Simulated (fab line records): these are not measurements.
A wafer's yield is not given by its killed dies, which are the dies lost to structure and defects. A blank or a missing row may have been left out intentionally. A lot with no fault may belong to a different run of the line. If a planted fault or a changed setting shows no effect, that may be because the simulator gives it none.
Split-lot study    flow n5-finfet    on a route of 1938 steps: 7 lots, 39 wafers read

## ON THE SPLIT
At N5_MOL_CONTACT_COAG_ETCH_91 (etches SOC in N2/H2, target depth 60 nm, overetch 21 nm, time 101.2 s), the setting source-w was moved away from the recipe's 840 W on 15 of the 39 wafers read, by -14.1% to +18.4%. For the rest of the wafers, this setting stayed at what the recipe calls for.

The split's own step is where the reading is taken.

## THE READING
rf-vpp-V, in V, at N5_MOL_CONTACT_COAG_ETCH_91 (etches SOC in N2/H2, target depth 60 nm, overetch 21 nm, time 101.2 s). On this fab line, fault-free wafers typically give 522.9 V with a standard deviation of 1.4 V.

wafer   tool, chamber at the split  source-w as run, W  against the recipe  rf-vpp-V, V  against lot-mates on the recipe
L076.1  rie-diel-01, 1              745.4               -11.3%              542.8        +19.1
L076.2  rie-diel-01, 0              745.4               -11.3%              543.7        +20.0
L076.3  rie-diel-01, 3              840                 recipe              524.4        -
L076.4  rie-diel-01, 2              745.4               -11.3%              544.2        +20.5
L076.5  rie-diel-01, 3              840                 recipe              524.3        -
L076.6  rie-diel-01, 2              840                 recipe              522.3        -
L081.1  rie-diel-05, 3              840                 recipe              524.0        -
L081.4  rie-diel-05, 1              840                 recipe              522.8        -
L081.5  rie-diel-05, 2              840                 recipe              520.2        -
L083.1  rie-diel-05, 3              840                 recipe              524.6        -
L083.2  rie-diel-05, 2              840                 recipe              521.5        -
L083.3  rie-diel-05, 1              994.9               +18.4%              493.2        -30.3
L083.4  rie-diel-05, 0              840                 recipe              524.4        -
L083.5  rie-diel-05, 3              994.9               +18.4%              494.5        -29.0
L083.6  rie-diel-05, 2              994.9               +18.4%              492.5        -31.0
L084.1  rie-diel-05, 2              840                 recipe              520.8        -
L084.2  rie-diel-05, 3              840                 recipe              522.7        -
L084.3  rie-diel-05, 1              840                 recipe              522.5        -
L084.4  rie-diel-05, 0              721.3               -14.1%              549.1        +27.1
L084.5  rie-diel-05, 3              721.3               -14.1%              551.0        +29.0
L084.6  rie-diel-05, 0              721.3               -14.1%              549.0        +27.0
L085.1  rie-diel-02, 1              925.9               +10.2%              507.4        -16.0
L085.2  rie-diel-02, 3              925.9               +10.2%              508.0        -15.4
L085.3  rie-diel-02, 2              840                 recipe              524.6        -
L085.4  rie-diel-02, 0              840                 recipe              521.9        -
L085.5  rie-diel-02, 0              925.9               +10.2%              505.0        -18.4
L085.6  rie-diel-02, 3              840                 recipe              523.6        -
L087.1  rie-diel-05, 3              840                 recipe              525.3        -
L087.2  rie-diel-05, 2              840                 recipe              520.6        -
L087.3  rie-diel-05, 0              840                 recipe              523.2        -
L087.4  rie-diel-05, 1              840                 recipe              522.3        -
L087.5  rie-diel-05, 3              840                 recipe              524.1        -
L087.6  rie-diel-05, 0              840                 recipe              524.2        -
L095.1  rie-diel-02, 3              840                 recipe              523.1        -
L095.2  rie-diel-02, 0              840                 recipe              522.1        -
L095.3  rie-diel-02, 2              960.6               +14.4%              500.6        -22.4
L095.4  rie-diel-02, 1              840                 recipe              523.8        -
L095.5  rie-diel-02, 0              960.6               +14.4%              498.6        -24.4
L095.6  rie-diel-02, 3              960.6               +14.4%              499.9        -23.1

THE FIT
A straight line over all 39 wafers: rf-vpp-V changes by -1.71 V for each +1% of source-w; r = -0.99; the points scatter about the line by 1.5 V.
The same after taking each lot's own level away (the mean of its wafers on the recipe; 39 wafers): -1.72 V for each +1%; r = -0.99; scatter 1.5 V.
That fit puts the effect of the largest move of source-w on the reading at 32 V.
Measured against the standard deviation above, the lots' own levels, which go from 522.00 to 523.67 V, span 1.2 times it.
The two slopes are in agreement: the lot-to-lot level therefore moves the slope only a little.
Check: with one of the wafers moved furthest among these (+18.4%) left out of the fit, the line predicts -31.3 V for it against its lot-mates. It came out at -30.3 V against them.
Tool readings at the split's step, against how far the setting was moved: rf-vpp-V r = -0.99.

## FURTHER SPLITS ON THESE WAFERS
These wafers also went through other splits before the reading. Each is held against what the fit with the lots' levels taken away leaves over:
other split on the same wafers        wafers away from the commonest value  r with rf-vpp-V (lot level and that fit taken away)
N5_DUMMY_GATE_HM_DEP_06 target-thk-a  30                                    -0.17
N5_DUMMY_GATE_EXPOSE_12 dose-mj       12                                    +0.11
N5_DUMMY_GATE_ETCH_32 time-s          15                                    +0.12
N5_DUMMY_GATE_ETCH_44 target-depth-a  12                                    +0.06
N5_GATE_CUT_ETCH_56 target-depth-a    6                                     -0.05
N5_GATE_CUT_ETCH_58 source-w          15                                    -0.06

## FILE'S OWN FIT
rf-vpp-V changes by -1.71 V for each +1% of source-w, r = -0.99.
